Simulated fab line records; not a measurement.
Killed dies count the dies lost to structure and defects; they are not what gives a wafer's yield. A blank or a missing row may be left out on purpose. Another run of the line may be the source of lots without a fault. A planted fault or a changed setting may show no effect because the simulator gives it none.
Split-lot experiment    flow n5_finfet    21 wafers read across 7 lots, on a route 1938 steps long

## ABOUT THE SPLIT
At N5_BEOL_M4_TRENCH_ETCH_37 (etches SiOC in C4F6/O2, target depth 55.555 nm, time 29.2 s), the setting time_s was moved away from the recipe's 29.2 s on 6 of the 21 wafers read, by -16.3% to +21.1%. All remaining wafers had this setting at the recipe value.

## FROM THE SPLIT TO THE READING: what the file shows between them, 8 steps
- N5_BEOL_M4_ETCH_41: etches SiCN in CH3F/O2, target depth 29.9 nm, time 52.5 s
- N5_BEOL_M4_STRIP_97: strips in N2/H2, time 10 s
- N5_BEOL_M4_OCD_MEAS_38
- N5_BEOL_M4_HM_STRIP_39: strips TiN in peroxide tin strip, target depth 25 nm, time 158 s
- N5_BEOL_M4_SRD_40: time 30 s
- N5_BEOL_M4_ECD_50: material Cu, target thk 300 nm
- N5_BEOL_M4_ANNEAL_51: time 90 s
- N5_BEOL_M4_CMP_52: polishes, stops on SiOC, t overpolish 6.8 s, target thk 40 nm

## THE READING
M4_THK, in nm, at N5_BEOL_M4_THK_MEAS_53 (measures by xrf). A value of 39.7 nm with a standard deviation of 1.7 nm is what fault-free wafers of this fab line usually give.

wafer   tool, chamber at the split  time_s as run, s  against the recipe  M4_THK, nm  against lot-mates on the recipe
L079.2  rie_diel-01, 0              29.2              recipe              39.4        -
L079.5  rie_diel-01, 2              32.98             +12.9%              49.6        +10.5
L079.6  rie_diel-01, 0              29.2              recipe              38.8        -
L078.1  rie_diel-03, 3              35.37             +21.1%              51.9        +12.0
L078.3  rie_diel-03, 0              29.2              recipe              39.4        -
L078.5  rie_diel-03, 0              29.2              recipe              40.4        -
L081.3  rie_diel-03, 2              29.2              recipe              41.0        -
L081.4  rie_diel-03, 1              29.2              recipe              40.4        -
L081.6  rie_diel-03, 0              29.2              recipe              41.0        -
L083.1  rie_diel-03, 2              29.2              recipe              38.4        -
L083.2  rie_diel-03, 3              29.2              recipe              38.6        -
L083.4  rie_diel-03, 1              29.2              recipe              38.4        -
L086.2  rie_diel-03, 3              24.44             -16.3%              33.9        -5.3
L086.4  rie_diel-03, 2              24.44             -16.3%              31.2        -8.0
L086.6  rie_diel-03, 0              29.2              recipe              39.2        -
L089.2  rie_diel-01, 3              29.2              recipe              44.0        -
L089.4  rie_diel-01, 0              29.2              recipe              38.3        -
L089.5  rie_diel-01, 3              29.2              recipe              40.9        -
L091.1  rie_diel-01, 2              25.11             -14.0%              32.4        -9.8
L091.2  rie_diel-01, 3              29.2              recipe              42.2        -
L091.4  rie_diel-01, 0              25.11             -14.0%              27.8        -14.4

THE FIT
A straight line over all 21 wafers: M4_THK changes by +0.585 nm for each +1% of time_s; r = +0.94; the points scatter about the line by 1.9 nm.
The same after taking each lot's own level away (the mean of its wafers on the recipe; 21 wafers): +0.616 nm for each +1%; r = +0.93; scatter 2.1 nm.
Per that fit: largest time_s move, reading shift of 13 nm.
The span of the lots' own levels, 38.47 to 42.20 nm, comes to 2.2 times the standard deviation stated above.
Consequently the slope shifts little with the lot-to-lot level, the two slopes agreeing.
Check: for one of the wafers moved furthest among these (+21.1%), held out of the fit, the line's prediction against its lot-mates is +13.7 nm. Against them it came out at +12 nm.

## FURTHER SPLITS ON THESE WAFERS
Other splits were also applied to these wafers ahead of the reading. Each is held against what the fit with the lots' levels taken away leaves over:
other split on the same wafers             wafers away from the commonest value  r with M4_THK (lot level and that fit taken away)
N5_BEOL_M0_TRENCH_ETCH_107 target_depth_a  8                                     -0.32
N5_BEOL_M0_ETCH_109 bias_w                 9                                     +0.09
N5_BEOL_M2_VIA_ETCH_34 time_s              7                                     -0.26
N5_BEOL_M2_TRENCH_ETCH_37 bias_w           4                                     -0.03
N5_BEOL_M3_ETCH_64 time_s                  5                                     -0.18
N5_BEOL_M3_COAT_76 spin_rpm                8                                     +0.02
N5_BEOL_M3_DESCUM_33 time_s                5                                     +0.22
N5_BEOL_M3_ETCH_70 bias_w                  10                                    -0.30
N5_BEOL_M4_ETCH_70 time_s                  7                                     -0.06

## THE WHOLE CHAIN: every reading that the file lists as answering this split, in the file's order
step                       what it does                                                   reading                                                                       change (the file's fit)                r (the file's)
N5_BEOL_M4_TRENCH_ETCH_37  etches SiOC in C4F6/O2, target depth 55.555 nm, time 29.2 s    BEOL_M4.feature_depth_nm (the simulator's own value, which no gauge read)     +0.625 nm for each +1% of the setting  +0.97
N5_BEOL_M4_TRENCH_ETCH_37  etches SiOC in C4F6/O2, target depth 55.555 nm, time 29.2 s    etch.depth_nm (the simulator's own value, which no gauge read)                +0.624 nm for each +1% of the setting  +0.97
N5_BEOL_M4_OCD_MEAS_38                                                                    trench_depth_nm                                                               +0.621 nm for each +1% of the setting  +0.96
N5_BEOL_M4_CMP_52          polishes, stops on SiOC, t overpolish 6.8 s, target thk 40 nm  Cu_of_BEOL_M4_ECD_50.thk_nm (the simulator's own value, which no gauge read)  +0.625 nm for each +1% of the setting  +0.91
N5_BEOL_M4_THK_MEAS_53     measures by xrf                                                M4_THK                                                                        +0.619 for each +1% of the setting     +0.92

## THE FILE'S OWN FIT
M4_THK changes by +0.619 nm for each +1% of time_s, r = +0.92.
